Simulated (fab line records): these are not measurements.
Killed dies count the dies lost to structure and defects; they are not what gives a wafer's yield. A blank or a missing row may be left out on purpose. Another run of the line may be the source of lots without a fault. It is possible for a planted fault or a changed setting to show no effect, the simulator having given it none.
Split-lot study	flow n5_finfet	39 wafers read across 7 lots, on a route 1938 steps long

ON THE SPLIT
At N5_DUMMY_GATE_ETCH_42 (etches SiO2 in CHF3/O2, target depth 3.5 nm, time 31 s), the setting bias_w was moved away from the recipe's 12 W on 15 of the 39 wafers read, by -16.2% to +14.5%. The other wafers ran this setting at the recipe's value.

Reading taken at the split's own step.

THE READING
rf_vpp_V, in V, at N5_DUMMY_GATE_ETCH_42 (etches SiO2 in CHF3/O2, target depth 3.5 nm, time 31 s). Fault-free wafers of this fab line usually give 42.6 V, standard deviation 0.91 V.

wafer	tool, chamber at the split	bias_w as run, W	against the recipe	rf_vpp_V, V	against lot-mates on the recipe
L078.1	rie_diel-01, 0	12	recipe	43.2	-
L078.2	rie_diel-01, 3	10.96	-8.7%	39.7	-2.6
L078.3	rie_diel-01, 2	12	recipe	41.8	-
L078.4	rie_diel-01, 1	10.96	-8.7%	40.0	-2.3
L078.5	rie_diel-01, 1	10.96	-8.7%	40.6	-1.7
L078.6	rie_diel-01, 2	12	recipe	41.8	-
L080.1	rie_diel-03, 3	12	recipe	42.3	-
L080.2	rie_diel-03, 0	13.27	+10.6%	45.6	+3.1
L080.3	rie_diel-03, 2	13.27	+10.6%	47.5	+5.0
L080.4	rie_diel-03, 2	12	recipe	42.4	-
L080.5	rie_diel-03, 3	13.27	+10.6%	44.3	+1.8
L080.6	rie_diel-03, 0	12	recipe	42.7	-
L086.1	rie_diel-03, 2	10.32	-14.0%	38.6	-4.1
L086.2	rie_diel-03, 3	12	recipe	42.9	-
L086.3	rie_diel-03, 1	10.32	-14.0%	37.4	-5.3
L086.4	rie_diel-03, 0	10.32	-14.0%	37.9	-4.8
L086.5	rie_diel-03, 2	12	recipe	42.9	-
L086.6	rie_diel-03, 1	12	recipe	42.4	-
L089.1	rie_diel-06, 2	13.74	+14.5%	46.1	+3.3
L089.2	rie_diel-06, 1	13.74	+14.5%	47.3	+4.5
L089.3	rie_diel-06, 0	12	recipe	43.3	-
L089.4	rie_diel-06, 3	13.74	+14.5%	46.8	+4.0
L089.5	rie_diel-06, 1	12	recipe	42.7	-
L089.6	rie_diel-06, 2	12	recipe	42.4	-
L093.1	rie_diel-01, 1	10.05	-16.2%	37.6	-6.2
L093.2	rie_diel-01, 0	10.05	-16.2%	38.0	-5.8
L093.3	rie_diel-01, 3	10.05	-16.2%	37.7	-6.1
L093.4	rie_diel-01, 2	12	recipe	44.4	-
L093.5	rie_diel-01, 3	12	recipe	42.3	-
L093.6	rie_diel-01, 2	12	recipe	44.6	-
L095.3	rie_diel-03, 3	12	recipe	41.4	-
L095.5	rie_diel-03, 0	12	recipe	41.5	-
L095.6	rie_diel-03, 2	12	recipe	43.7	-
L094.1	rie_diel-03, 2	12	recipe	42.8	-
L094.2	rie_diel-03, 3	12	recipe	42.2	-
L094.3	rie_diel-03, 0	12	recipe	43.1	-
L094.4	rie_diel-03, 3	12	recipe	42.8	-
L094.5	rie_diel-03, 2	12	recipe	42.2	-
L094.6	rie_diel-03, 0	12	recipe	43.9	-

FIT RESULTS
A straight line over all 39 wafers: rf_vpp_V changes by +0.303 V for each +1% of bias_w; r = +0.95; the points scatter about the line by 0.8 V.
The same after taking each lot's own level away (the mean of its wafers on the recipe; 39 wafers): +0.32 V for each +1%; r = +0.96; scatter 0.77 V.
According to that fit, moving bias_w by its largest amount changes the reading by 5.2 V.
Measured against the standard deviation above, the lots' own levels, which go from 42.20 to 43.77 V, span 1.7 times it.
The two slopes are in agreement: the lot-to-lot level therefore moves the slope only a little.
Check: with one of the wafers moved furthest among these (-16.2%) left out of the fit, the line predicts -5.17 V for it against its lot-mates. Against them it came out at -6.17 V.
Tool readings at the split's step, against how far the setting was moved: rf_vpp_V r = +0.95.

OTHER SPLITS APPLIED TO THESE WAFERS
Note: prior to the reading, these wafers also went through further splits. Each is held against what the fit with the lots' levels taken away leaves over:
other split on the same wafers	wafers away from the commonest value	r with rf_vpp_V (lot level and that fit taken away)
N5_FIN_SAQP_HM_DEP_03 time_s	15	-0.14
N5_FIN_SAQP_ETCH_52 source_w	15	-0.04

THE WHOLE CHAIN: every reading that the file lists as answering this split, in the file's order
step	what it does	reading	change (the file's fit)	r (the file's)
N5_DUMMY_GATE_ETCH_42	etches SiO2 in CHF3/O2, target depth 3.5 nm, time 31 s	rf_vpp_V	+0.32 V for each +1% of the setting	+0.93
N5_DUMMY_GATE_ETCH_42	etches SiO2 in CHF3/O2, target depth 3.5 nm, time 31 s	etch.depth_nm (the simulator's own value, which no gauge read)	+0.00682 nm for each +1% of the setting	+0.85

FILE'S OWN FIT
rf_vpp_V changes by +0.32 V for each +1% of bias_w, r = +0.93.
